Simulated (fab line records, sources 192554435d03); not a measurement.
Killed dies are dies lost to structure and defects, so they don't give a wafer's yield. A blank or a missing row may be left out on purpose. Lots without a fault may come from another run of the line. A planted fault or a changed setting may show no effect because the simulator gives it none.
fab line records | flow n5_finfet
record lots=10 wafers=29 last_day=16
route steps=1938 shown BEOL_M2@908 TV_OPEN@1890 PASSIVATION@1906
lots that met no fault: from a run of the same line without faults
start_h: hours from the record's first day to the start of the lot's first wafer shown | wait_h: hours since the lot's step before | " the same as in the row above | L1.1+2: a row that stands for several wafers | - no value, or no start given | * or withheld: withheld | < > ~ a bound
route shown NAME@n: a module of which the file shows steps, and the number in the route of the first | usual: mean/standard deviation of fault-free wafers | same: alike in all rows | chamber/n: place in a boat | sites: the reading at each site | _std_site: their standard deviation | _edge_site: outer sites' mean less inner sites' | radius_mm: how far each site lies from the wafer's centre | mask NAME#n: copy n | behind: the tool/chamber that last shaped the wafer | hold: why the lot was held/for how many hours/how that ended | device: the transistor (n, p or np) that didn't switch | end of line: the same wafers' tests at the end of the route | a step without rows: its recipe alone | killed: dies lost to structure and defects at the first sort, not the wafer's yield | map: a wafer's dies, x killed, . not, _ none there
set.NAME: the setting as run; set.NAME@STEP: as run at that earlier step | model.NAME: the simulator's own value behind a step, which no gauge read
steps of the route over a sample of lots; a table a step, a row a wafer
services: from which hour (start_h, from the record's first day; less than 0 if before it) a tool's chamber was out of use, for how many hours, and why
## steps
# step N5_BEOL_M2_SPUTTER_81
# recipe material=Cu target_thk_a=45 temp_c=-20 chamber_pressure_pa=0.07 power_w=withheld time_s=8.29
# usual chuck_sensor_temp_C=-16.0/0.5 throttle_valve_pct=29.7/0.87
# columns lot.wafer tool chamber start_h wait_h chuck_sensor_temp_C throttle_valve_pct
L750.1 pvd_sputter-01 - 141.86 0.1 -17.1 28.1
L750.6 " - " " -15.9 30.1
L751.1 pvd_sputter-02 - 145.38 0.1 -16.6 29.1
L751.4 " - " " -16.0 30.1
L751.6 " - " " -16.3 30.9
L753.2 pvd_sputter-02 - 155.22 0.1 -16.4 29.4
L753.3 " - " " -16.6 29.7
L753.5 " - " " -16.4 29.3
L754.1 pvd_sputter-02 - 164.30 0.1 -16.0 30.1
L754.2 " - " " -15.9 31.3
L754.3 " - " " -16.7 29.3
L755.3 pvd_sputter-03 - 169.48 0.1 -16.4 29.4
L755.4 " - " " -16.4 29.5
L755.5 " - " " -15.5 29.2
L758.1 pvd_sputter-03 - 185.17 0.1 -15.6 29.1
L758.4 " - " " -15.7 31.4
L758.5 " - " " -15.9 28.8
L760.1 pvd_sputter-03 - 198.58 0.1 -15.8 31.4
L760.2 " - " " -15.9 28.7
L760.4 " - " " -15.4 29.1
L762.1 pvd_sputter-01 - 220.65 0.1 -15.9 30.2
L762.2 " - " " -15.6 29.6
L762.4 " - " " -17.0 28.2
L764.3 pvd_sputter-03 - 226.56 0.1 -15.5 28.9
L764.4 " - " " -16.0 28.8
L764.5 " - " " -15.8 28.9
L768.1 pvd_sputter-02 - 242.70 0.1 -16.7 29.7
L768.2 " - " " -16.6 29.3
L768.5 " - " " -16.4 29.3
# step N5_PASSIVATION_ETCH_15
# recipe chemistry=CF4/N2 target=SiCN target_depth_a=750 taper_deg=2 time_s=81.2 ion_energy_ev=150 mask_material=SiNx pressure_mtorr=40 source_w=430 bias_w=70 Ar_flow_sccm=100 cf4_flow_sccm=60 n2_flow_sccm=60
# usual chamber_pressure_mTorr=40.00/0.039 drypump_motor_current_A=5.9/0.45 oes_product_au=0.78/0.09 rf_vpp_V=383.0/1.7 showerhead_plenum_p_Torr=2.24/0.06 throttle_valve_pct=15.40/0.19
# columns lot.wafer tool chamber start_h wait_h chamber_pressure_mTorr drypump_motor_current_A oes_product_au rf_hours_counter_h rf_vpp_V showerhead_plenum_p_Torr throttle_valve_pct
L751.1 rie_diel-02 1 - - 40.00 5.8 0.73 183 380.3 2.19 15.22
L751.4 " 1 " " 39.98 5.8 0.74 - 381.3 2.19 15.23
L751.6 " 1 " " 40.05 5.8 0.73 - 383.1 2.19 15.24
L750.1 rie_diel-01 0 - - 39.99 5.8 0.89 46 384.1 2.24 15.43
L750.6 " 3 " " 40.04 6.3 0.71 - 381.8 2.19 15.53
L753.2 rie_diel-02 1 - - 39.98 5.7 0.73 188 382.7 2.19 15.24
L753.3 " 2 " " 40.05 6.4 0.70 229 382.0 2.18 15.66
L753.5 " 3 " " 39.97 5.6 0.90 - 385.3 2.34 15.14
L755.3 rie_diel-02 2 - - 40.01 6.5 0.69 237 379.4 2.17 15.65
L755.4 " 3 " " 39.97 5.6 0.89 - 385.0 2.34 15.15
L755.5 " 2 " " 40.00 6.5 0.69 - 382.5 2.17 15.69
L754.1 rie_diel-03 1 - - 39.94 6.1 0.70 203 384.1 2.29 15.69
L754.2 " 0 " " 39.98 6.7 0.73 153 382.9 2.22 15.52
L754.3 " 2 " " 39.93 4.9 0.82 48 380.6 2.17 15.30
L758.1 rie_diel-03 2 - - 39.94 4.9 0.83 52 382.3 2.16 15.31
L758.4 " 0 " " 39.95 6.7 0.72 157 381.6 2.22 15.55
L758.5 " 2 " " 40.04 4.9 0.82 - 380.7 2.16 15.30
L760.1 rie_diel-02 3 - - 40.00 5.6 0.87 51 385.5 2.34 15.15
L760.2 " 2 " " 40.05 6.5 0.69 245 380.5 2.17 15.70
L760.4 " 1 " " 39.93 5.7 0.72 204 381.3 2.18 15.28
L762.1 rie_diel-01 3 - - 40.03 6.3 0.70 237 382.2 2.18 15.60
L762.2 " 0 " " 39.98 5.8 0.86 69 382.2 2.23 15.49
L762.4 " 1 " " 39.98 5.9 0.81 - 385.2 2.32 15.36
L764.3 rie_diel-01 3 - - 40.00 6.3 0.69 240 381.1 2.18 15.61
L764.4 " 1 " " 39.99 5.9 0.81 96 385.3 2.32 15.38
L764.5 " 3 " " 40.05 6.3 0.70 - 381.1 2.18 15.61
L768.1 rie_diel-02 2 - - 40.06 6.4 0.93 8 380.0 2.17 15.19
L768.2 " 1 " " 40.05 5.8 0.69 227 382.6 2.17 15.32
L768.5 " 1 " " 39.99 5.8 0.69 - 380.8 2.17 15.32
# step N5_PASSIVATION_OVL_MEAS_63
# recipe points_per_wafer=44
# usual PAD_OVL=0/5.4
# columns lot.wafer tool chamber start_h wait_h PAD_OVL[nm]
L751.1 overlay-02 0 264.45 0.0 1
L751.4 " 0 " " 8
L751.6 " 0 " " 2
L750.1 overlay-02 0 265.01 0.0 -8
L750.6 " 0 " " -7
L753.2 overlay-01 0 277.65 0.0 -4
L753.3 " 0 " " -3
L753.5 " 0 " " -4
L755.3 overlay-01 0 291.51 0.0 -8
L755.4 " 0 " " 2
L755.5 " 0 " " 1
L754.1 overlay-01 0 291.93 0.0 8
L754.2 " 0 " " 6
L754.3 " 0 " " -1
L758.1 overlay-02 0 304.12 0.0 -10
L758.4 " 0 " " -5
L758.5 " 0 " " -8
L760.1 overlay-02 0 321.39 0.0 -3
L760.2 " 0 " " -3
L760.4 " 0 " " 5
L762.1 overlay-01 0 332.04 0.0 2
L762.2 " 0 " " -3
L762.4 " 0 " " 2
L764.3 overlay-02 0 342.15 0.0 0
L764.4 " 0 " " 1
L764.5 " 0 " " -1
L768.1 overlay-01 0 378.99 0.0 -1
L768.2 " 0 " " -1
L768.5 " 0 " " -5
# step N5_PASSIVATION_DESCUM_32
# recipe chemistry=O2 time_s=7.9 source_power_w=50 bias_power_w=20 pressure_mtorr=20 rf_frequency_hz=2.712e+07 temp_c=40 o2_flow_sccm=225
# usual bias_power_w=20.00/0.058 chamber_pressure_mTorr=19.999/0.017 drypump_motor_current_A=5.6/0.52 oes_product_au=0.79/0.082 rf_vpp_V=243.2/1.7 showerhead_plenum_p_Torr=2.09/0.084 throttle_valve_pct=20.47/0.24
# columns lot.wafer tool chamber start_h wait_h bias_power_w chamber_pressure_mTorr drypump_motor_current_A oes_product_au rf_hours_counter_h rf_vpp_V showerhead_plenum_p_Torr throttle_valve_pct
L751.1 rie_diel-04 1 264.51 0.0 20.02 20.015 5.9 0.72 209 241.2 1.98 20.28
L751.4 " 0 " " 19.96 20.002 5.8 0.66 243 245.3 2.13 20.38
L751.6 " 2 " " 19.99 20.005 6.3 0.84 - 241.0 2.04 20.72
L750.1 rie_diel-06 0 265.07 0.0 20.01 19.973 4.8 0.73 188 242.5 1.99 20.41
L750.6 " 1 " " 19.92 20.031 5.6 0.70 - 242.9 2.07 20.81
L753.2 rie_diel-06 2 277.73 0.1 20.11 19.983 5.3 0.71 221 242.0 2.07 20.64
L753.3 " 3 " " 19.94 20.041 4.9 0.90 36 245.2 2.22 20.44
L753.5 " 2 " " 20.08 19.997 5.3 0.71 - 243.6 2.07 20.63
L755.3 rie_diel-05 0 291.57 0.0 19.93 20.001 5.9 0.73 163 245.0 2.18 20.74
L755.4 " 3 " " 20.10 19.992 6.4 0.94 15 246.6 2.23 20.12
L755.5 " 1 " " 19.92 20.032 5.1 0.83 - 241.0 2.01 20.21
L754.1 rie_diel-05 0 291.99 0.0 20.01 19.980 5.9 0.73 163 245.3 2.18 20.75
L754.2 " 2 " " 19.93 19.974 5.4 0.82 92 245.1 2.20 20.25
L754.3 " 1 " " 20.11 20.008 5.1 0.83 82 243.0 2.01 20.21
L758.1 rie_diel-05 0 304.48 0.3 19.99 19.995 5.9 0.73 168 245.3 2.17 20.74
L758.4 " 3 " " 19.93 19.986 6.4 0.91 21 244.7 2.22 20.15
L758.5 " 0 " " 20.06 20.010 5.9 0.72 - 244.9 2.17 20.74
L760.1 rie_diel-04 0 321.48 0.1 19.89 19.978 5.8 0.96 4 243.6 2.13 20.08
L760.2 " 1 " " 20.05 20.006 5.8 0.71 230 240.0 1.97 20.33
L760.4 " 2 " " 20.15 19.959 6.3 0.80 106 240.2 2.03 20.76
L762.1 rie_diel-06 2 332.21 0.2 20.05 19.981 5.3 0.70 241 243.8 2.06 20.66
L762.2 " 0 " " 20.02 19.993 4.8 0.71 213 241.7 1.98 20.45
L762.4 " 0 " " 19.99 20.017 4.8 0.71 - 241.6 1.98 20.44
L764.3 rie_diel-05 0 342.21 0.0 19.99 19.991 5.9 0.71 181 245.2 2.17 20.74
L764.4 " 2 " " 20.06 19.994 5.4 0.80 110 243.4 2.19 20.27
L764.5 " 3 " " 20.04 20.008 6.4 0.89 - 245.7 2.22 20.16
L768.1 rie_diel-04 2 379.05 0.0 19.88 19.980 6.3 0.77 128 242.9 2.02 20.78
L768.2 " 3 " " 20.03 19.986 5.0 0.70 196 244.0 2.07 20.66
L768.5 " 0 " " 19.93 20.020 5.7 0.90 - 244.8 2.12 20.11
# step N5_PASSIVATION_PROBE_49
# usual defect_limited_yield=91.3/1.5 killed_at_M0_to_M3=35/10 killed_at_M4_up=12/4.6 killed_at_contacts=13/6.6 killed_at_front_end=39/11 killed_at_other=4/3.4 killed_dies=103/17 killed_open=67/13 killed_short=35/8.2 sort_bin_5_function=5.1/0.94 sort_bin_6_memory=3.2/0.7 sort_n_pass=1077/17 sort_yield_pct=91.3/1.5
# same gross_dies=1180 killed_at_back_side=0 sort_bin_4_leakage[%]=0 sort_bin_8_speed[%]=0
# columns lot.wafer tool chamber start_h wait_h defect_limited_yield[%] killed_at_M0_to_M3 killed_at_M4_up killed_at_contacts killed_at_front_end killed_at_other killed_dies killed_open killed_short sort_bin_5_function[%] sort_bin_6_memory[%] sort_n_pass sort_yield_pct[%]
L751.1 prober-01 - 269.89 0.0 91.6 33 15 15 35 1 99 62 36 4.7 3.4 1081 91.6
L751.4 prober-01 - 270.04 0.2 92.8 30 6 8 39 2 85 58 27 4.8 2.2 1095 92.8
L751.6 prober-01 - 270.14 0.3 91.9 42 8 12 33 1 96 58 30 4.3 3.1 1084 91.9
L750.1 prober-02 - 270.63 0.0 90.7 27 18 13 47 5 110 68 41 5.2 3.2 1070 90.7
L750.6 prober-02 - 270.88 0.3 92.8 29 23 8 21 4 85 58 25 4.2 2.5 1095 92.8
L753.2 prober-01 - 283.83 0.2 91.3 25 16 28 34 0 103 76 25 4.9 3.5 1077 91.3
L753.3 prober-01 - 283.88 0.3 92.9 22 13 22 26 1 84 60 23 4.3 2.5 1096 92.9
L753.5 prober-01 - 283.98 0.4 91.5 48 10 13 25 4 100 63 36 5.6 2.5 1080 91.5
L755.3 prober-01 - 296.90 0.1 91.8 36 16 6 38 1 97 62 34 4.3 3.4 1083 91.8
L755.4 prober-01 - 296.95 0.2 91.8 36 14 7 38 2 97 55 42 4.3 3.5 1083 91.8
L755.5 prober-01 - 297.00 0.2 90.8 33 22 12 38 4 109 70 38 5.8 3.1 1071 90.8
L754.1 prober-02 - 300.28 0.0 90.1 47 10 7 48 5 117 73 42 5.8 3.7 1063 90.1
L754.2 prober-02 - 300.33 0.1 92.7 24 8 13 39 2 86 55 31 4.1 3.1 1094 92.7
L754.3 prober-02 - 300.38 0.1 89.9 52 12 14 41 0 119 84 34 5.8 4.2 1061 89.9
L758.1 prober-01 - 310.30 0.0 90.3 46 11 20 36 1 114 75 39 5.7 3.8 1066 90.3
L758.4 prober-01 - 310.45 0.2 90.1 40 10 10 48 9 117 74 42 5.9 3.7 1063 90.1
L758.5 prober-01 - 310.50 0.2 88.5 49 11 7 61 8 136 82 54 6.4 4.5 1044 88.5
L760.1 prober-01 - 326.39 0.0 89.3 43 11 12 56 4 126 75 49 6.4 3.6 1054 89.3
L760.2 prober-01 - 326.44 0.1 88.9 44 8 30 43 6 131 82 43 6.4 4.2 1049 88.9
L760.4 prober-01 - 326.54 0.2 91.1 27 13 18 45 2 105 76 28 4.8 3.8 1075 91.1
L762.1 prober-01 - 337.50 0.0 89.5 34 9 13 65 3 124 69 53 6.2 3.6 1056 89.5
L762.2 prober-01 - 337.55 0.1 89.8 37 9 13 53 8 120 85 33 5.3 4.7 1060 89.8
L762.4 prober-01 - 337.65 0.2 86.2 45 13 8 94 3 163 115 44 7.8 5.3 1017 86.2
L764.3 prober-02 - 347.17 0.1 90.7 32 15 16 44 3 110 64 45 5.9 3.1 1070 90.7
L764.4 prober-02 - 347.22 0.2 91.4 22 15 17 48 0 102 65 31 5.1 3.1 1078 91.4
L764.5 prober-02 - 347.27 0.2 91.1 40 7 9 47 2 105 52 52 5.5 2.8 1075 91.1
L768.1 prober-01 - 383.95 0.0 86.2 119 11 1 32 0 163 48 30 9.1 3.1 1017 86.2
L768.2 prober-01 - 384.00 0.1 93.6 28 18 6 19 5 76 50 25 3.9 2.1 1104 93.6
L768.5 prober-01 - 384.15 0.2 90.5 33 12 26 39 2 112 72 36 5.4 3.5 1068 90.5
# killed by level:class
L751.1 BEOL_M3:geometric_particle:open=10 MOL_CONTACT_COAG:geometric_particle:open=9 FIN_SAQP:geometric_particle:short=8 BEOL_M0_SAQP:geometric_particle:open=7 STI_FIN_REVEAL:geometric_particle:open=6 MOL_CONTACT_COAG:geometric_particle:short=5 BEOL_M0_SAQP:geometric_particle:short=5 BEOL_M5:geometric_particle:open=5
L751.4 STI_FIN_REVEAL:geometric_particle:open=17 FIN_SAQP:geometric_particle:short=8 MOL_CONTACT_COAG:geometric_particle:open=8 BEOL_M0_SAQP:geometric_particle:open=8 BEOL_M3:geometric_particle:open=8 BEOL_M0_SAQP:geometric_particle:short=5 BEOL_M1:geometric_particle:open=3 STARTING-WAFER:geometric_particle:short=3
L751.6 BEOL_M3:geometric_particle:open=14 MOL_CONTACT_COAG:geometric_particle:open=9 STI_FIN_REVEAL:geometric_particle:open=7 HKMG_FIN:area_etch=6 BEOL_M0_SAQP:geometric_particle:open=5 BEOL_M1:geometric_particle:open=5 FIN_SAQP:geometric_particle:short=4 BEOL_M3:geometric_particle:short=4
L750.1 FIN_SAQP:geometric_particle:open=9 MOL_CONTACT_COAG:geometric_particle:open=9 BEOL_M4:geometric_particle:open=8 DUMMY_GATE:geometric_particle:open=7 BEOL_M0_SAQP:geometric_particle:short=7 BEOL_M1:geometric_particle:open=6 STARTING-WAFER:geometric_particle:open=5 BEOL_M0_SAQP:geometric_particle:open=5
L750.6 BEOL_M4:geometric_particle:open=11 BEOL_M3:geometric_particle:open=9 STI_FIN_REVEAL:geometric_particle:open=5 MOL_CONTACT_COAG:geometric_particle:open=5 BEOL_M0_SAQP:geometric_particle:open=5 BEOL_M0_SAQP:geometric_particle:short=4 BEOL_M1:geometric_particle:open=4 BEOL_M8:geometric_particle:open=4
L753.2 MOL_CONTACT_COAG:geometric_particle:open=26 FIN_SAQP:geometric_particle:open=6 BEOL_M8:geometric_particle:open=5 STI_FIN_REVEAL:geometric_particle:open=5 BEOL_M1:geometric_particle:open=5 BEOL_M3:geometric_particle:open=5 STARTING-WAFER:geometric_particle:short=5 FIN_SAQP:geometric_particle:short=4
L753.3 MOL_CONTACT_COAG:geometric_particle:open=16 STI_FIN_REVEAL:geometric_particle:open=10 BEOL_M0_SAQP:geometric_particle:short=7 BEOL_M3:geometric_particle:open=7 MOL_CONTACT_COAG:geometric_particle:short=6 BEOL_M0_SAQP:geometric_particle:open=5 BEOL_M5:geometric_particle:open=4 FIN_SAQP:geometric_particle:open=3
L753.5 BEOL_M0_SAQP:geometric_particle:short=12 BEOL_M3:geometric_particle:open=11 MOL_CONTACT_COAG:geometric_particle:open=10 BEOL_M0_SAQP:geometric_particle:open=9 BEOL_M0:geometric_particle:open=6 DUMMY_GATE:geometric_particle:open=5 BEOL_M2:geometric_particle:open=4 STI_FIN_REVEAL:geometric_particle:open=3
L755.3 FIN_SAQP:geometric_particle:open=11 BEOL_M0_SAQP:geometric_particle:open=9 BEOL_M4:geometric_particle:open=7 ILD0:geometric_particle:short=6 BEOL_M1:geometric_particle:open=6 DUMMY_GATE:geometric_particle:open=5 BEOL_M0_SAQP:geometric_particle:short=5 BEOL_M3:geometric_particle:short=5
L755.4 FIN_SAQP:geometric_particle:short=9 BEOL_M0_SAQP:geometric_particle:open=8 FIN_SAQP:geometric_particle:open=7 MOL_CONTACT_COAG:geometric_particle:open=6 BEOL_M1:geometric_particle:open=6 BEOL_M4:geometric_particle:open=6 BEOL_M2:geometric_particle:open=5 BEOL_M2:geometric_particle:short=5
L755.5 FIN_SAQP:geometric_particle:short=11 MOL_CONTACT_COAG:geometric_particle:open=11 STI_FIN_REVEAL:geometric_particle:open=9 BEOL_M3:geometric_particle:open=9 BEOL_M6:geometric_particle:open=9 BEOL_M0_SAQP:geometric_particle:short=6 ILD0:geometric_particle:short=4 BEOL_M0_SAQP:geometric_particle:open=4
L754.1 BEOL_M1:geometric_particle:open=11 BEOL_M2:geometric_particle:open=11 FIN_SAQP:geometric_particle:short=10 FIN_SAQP:geometric_particle:open=8 STI_FIN_REVEAL:geometric_particle:open=8 BEOL_M0_SAQP:geometric_particle:short=8 MOL_CONTACT_COAG:geometric_particle:open=7 GATE_CUT:geometric_particle:short=6
L754.2 MOL_CONTACT_COAG:geometric_particle:open=11 FIN_SAQP:geometric_particle:short=8 BEOL_M1:geometric_particle:open=8 FIN_SAQP:geometric_particle:open=6 DUMMY_GATE:geometric_particle:open=6 GATE_CUT:geometric_particle:short=4 BEOL_M0_SAQP:geometric_particle:short=4 STARTING-WAFER:geometric_particle:open=4
L754.3 FIN_SAQP:geometric_particle:open=17 BEOL_M1:geometric_particle:open=17 STI_FIN_REVEAL:geometric_particle:open=10 MOL_CONTACT_COAG:geometric_particle:open=10 BEOL_M0_SAQP:geometric_particle:short=8 BEOL_M0_SAQP:geometric_particle:open=7 BEOL_M2:geometric_particle:open=7 BEOL_M0:geometric_particle:open=6
L758.1 MOL_CONTACT_COAG:geometric_particle:open=12 BEOL_M2:geometric_particle:open=12 FIN_SAQP:geometric_particle:open=11 MOL_CONTACT_COAG:geometric_particle:short=8 STI_FIN_REVEAL:geometric_particle:open=7 BEOL_M1:geometric_particle:open=7 BEOL_M0_SAQP:geometric_particle:short=6 BEOL_M0_SAQP:geometric_particle:open=6
L758.4 STI_FIN_REVEAL:geometric_particle:open=13 BEOL_M0_SAQP:geometric_particle:open=13 BEOL_M0_SAQP:geometric_particle:short=11 FIN_SAQP:geometric_particle:open=9 MOL_CONTACT_COAG:geometric_particle:open=9 GATE_CUT:geometric_particle:short=6 BEOL_M3:geometric_particle:open=6 BEOL_M4:geometric_particle:open=6
L758.5 STI_FIN_REVEAL:geometric_particle:open=18 BEOL_M2:geometric_particle:open=12 GATE_CUT:geometric_particle:short=10 FIN_SAQP:geometric_particle:open=9 FIN_SAQP:geometric_particle:short=9 BEOL_M1:geometric_particle:open=9 BEOL_M0_SAQP:geometric_particle:open=6 MOL_CONTACT_COAG:geometric_particle:open=6
L760.1 DUMMY_GATE:geometric_particle:open=14 FIN_SAQP:geometric_particle:short=10 MOL_CONTACT_COAG:geometric_particle:open=9 BEOL_M0_SAQP:geometric_particle:open=7 GATE_CUT:geometric_particle:short=7 BEOL_M0_SAQP:geometric_particle:short=7 BEOL_M3:geometric_particle:open=6 BEOL_M3:geometric_particle:short=6
L760.2 MOL_CONTACT_COAG:geometric_particle:open=26 BEOL_M2:geometric_particle:open=12 FIN_SAQP:geometric_particle:short=8 BEOL_M0_SAQP:geometric_particle:short=7 FIN_SAQP:geometric_particle:open=6 DUMMY_GATE:geometric_particle:open=6 ILD0:geometric_particle:short=6 BEOL_M0_SAQP:geometric_particle:open=5
L760.4 FIN_SAQP:geometric_particle:open=19 MOL_CONTACT_COAG:geometric_particle:open=11 DUMMY_GATE:geometric_particle:open=10 BEOL_M1:geometric_particle:open=9 MOL_CONTACT_COAG:geometric_particle:short=7 FIN_SAQP:geometric_particle:short=6 BEOL_M0:geometric_particle:open=6 STI_FIN_REVEAL:geometric_particle:open=5
L762.1 FIN_SAQP:geometric_particle:short=19 STI_FIN_REVEAL:geometric_particle:open=15 MOL_CONTACT_COAG:geometric_particle:open=11 BEOL_M3:geometric_particle:open=9 FIN_SAQP:geometric_particle:open=6 BEOL_M0_SAQP:geometric_particle:short=6 GATE_CUT:geometric_particle:short=6 STARTING-WAFER:geometric_particle:open=5
L762.2 STI_FIN_REVEAL:geometric_particle:open=11 MOL_CONTACT_COAG:geometric_particle:open=11 BEOL_M3:geometric_particle:open=11 FIN_SAQP:geometric_particle:open=9 DUMMY_GATE:geometric_particle:open=8 FIN_SAQP:geometric_particle:short=7 BEOL_M1:geometric_particle:open=5 BEOL_M0_SAQP:geometric_particle:open=5
L762.4 STI_FIN_REVEAL:geometric_particle:open=37 FIN_SAQP:geometric_particle:open=24 STI_FIN_REVEAL:geometric_particle:short=14 BEOL_M3:geometric_particle:open=10 BEOL_M0_SAQP:geometric_particle:short=9 BEOL_M0_SAQP:geometric_particle:open=8 MOL_CONTACT_COAG:geometric_particle:open=6 BEOL_M1:geometric_particle:short=5
L764.3 FIN_SAQP:geometric_particle:short=14 MOL_CONTACT_COAG:geometric_particle:open=13 BEOL_M0_SAQP:geometric_particle:open=8 BEOL_M1:geometric_particle:open=8 BEOL_M0_SAQP:geometric_particle:short=7 BEOL_M4:geometric_particle:open=7 FIN_SAQP:geometric_particle:open=6 GATE_CUT:geometric_particle:short=6
L764.4 MOL_CONTACT_COAG:geometric_particle:open=15 FIN_SAQP:geometric_particle:short=13 FIN_SAQP:geometric_particle:open=10 BEOL_M2:geometric_particle:open=8 GATE_CUT:geometric_particle:short=6 BEOL_M4:geometric_particle:open=5 BEOL_M7:geometric_particle:open=5 BEOL_M0_SAQP:geometric_particle:open=4
L764.5 FIN_SAQP:geometric_particle:short=19 BEOL_M0_SAQP:geometric_particle:short=17 FIN_SAQP:geometric_particle:open=12 BEOL_M0_SAQP:geometric_particle:open=8 MOL_CONTACT_COAG:geometric_particle:open=6 BEOL_M2:geometric_particle:open=6 GATE_CUT:geometric_particle:short=5 STI_FIN_REVEAL:geometric_particle:open=3
L768.1 BEOL_M2:unspecified=85 STI_FIN_REVEAL:geometric_particle:open=9 BEOL_M0_SAQP:geometric_particle:short=8 BEOL_M3:geometric_particle:open=7 BEOL_M4:geometric_particle:open=7 BEOL_M0_SAQP:geometric_particle:open=6 BEOL_M3:geometric_particle:short=5 DUMMY_GATE:geometric_particle:open=4
L768.2 BEOL_M4:geometric_particle:open=8 STI_FIN_REVEAL:geometric_particle:open=5 BEOL_M0_SAQP:geometric_particle:short=5 BEOL_M0_SAQP:geometric_particle:open=5 BEOL_M0:geometric_particle:open=5 BEOL_M5:geometric_particle:open=5 FIN_SAQP:geometric_particle:open=4 MOL_CONTACT_COAG:geometric_particle:open=4
L768.5 MOL_CONTACT_COAG:geometric_particle:open=22 BEOL_M0_SAQP:geometric_particle:short=12 DUMMY_GATE:geometric_particle:open=8 STI_FIN_REVEAL:geometric_particle:open=7 BEOL_M1:geometric_particle:open=7 ILD0:geometric_particle:open=4 MOL_CONTACT_COAG:geometric_particle:short=4 BEOL_M0_SAQP:geometric_particle:open=4
## services
# columns tool chamber start_h hours kind
rie_diel-04 - 164.74 4.3 pm
rie_diel-03 - 172.67 0.3 repair
rie_diel-04 - 212.56 0.5 repair
rie_diel-05 0 213.29 4.7 repair
rie_diel-06 - 216.71 2.8 pm
rie_diel-04 0 224.29 7.6 repair
rie_diel-04 - 228.63 2.8 pm
rie_diel-02 2 244.08 21.0 repair
rie_diel-02 0 254.95 14.4 repair
rie_diel-06 3 258.82 2.4 repair
rie_diel-02 3 282.57 1.5 repair
rie_diel-01 - 290.73 2.8 pm
rie_diel-01 2 293.58 40.7 repair
pvd_sputter-02 - 316.01 7.5 repair
rie_diel-04 3 323.85 12.5 repair
rie_diel-02 2 324.02 3.9 repair
rie_diel-01 1 326.23 2.7 repair
rie_diel-04 2 328.65 1.8 repair
rie_diel-06 1 330.77 13.6 repair
pvd_sputter-03 - 341.29 2.4 repair
pvd_sputter-03 - 345.62 20.9 repair
rie_diel-05 - 352.93 2.8 pm
pvd_sputter-02 - 358.07 3.6 repair
rie_diel-05 - 366.99 4.3 pm
## key
first_sign step=N5_PASSIVATION_PROBE_49 reading=killed_at_M0_to_M3 direction=up sigmas=8.4 usual=35 struck=119
effect step=N5_PASSIVATION_PROBE_49 reading=defect_limited_yield direction=down sigmas=3.4 usual=91.3 struck=86.2
more_kills_born_at N5_BEOL_M2_SPUTTER_81@pvd_sputter-02=85
met_at N5_BEOL_M2_SPUTTER_81
struck_lots L768
struck_wafers L768.1
not_acting_at N5_PASSIVATION_ETCH_15,N5_PASSIVATION_OVL_MEAS_63,N5_PASSIVATION_DESCUM_32
onset_between 164.30 242.70
fault kind=chamber_particle_source tool=pvd_sputter-02 chamber=- onset_h=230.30 steps=N5_BEOL_M2_SPUTTER_81 rate_per_visit_cm2=0.39896 end_h=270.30 scope=struck_wafers_only
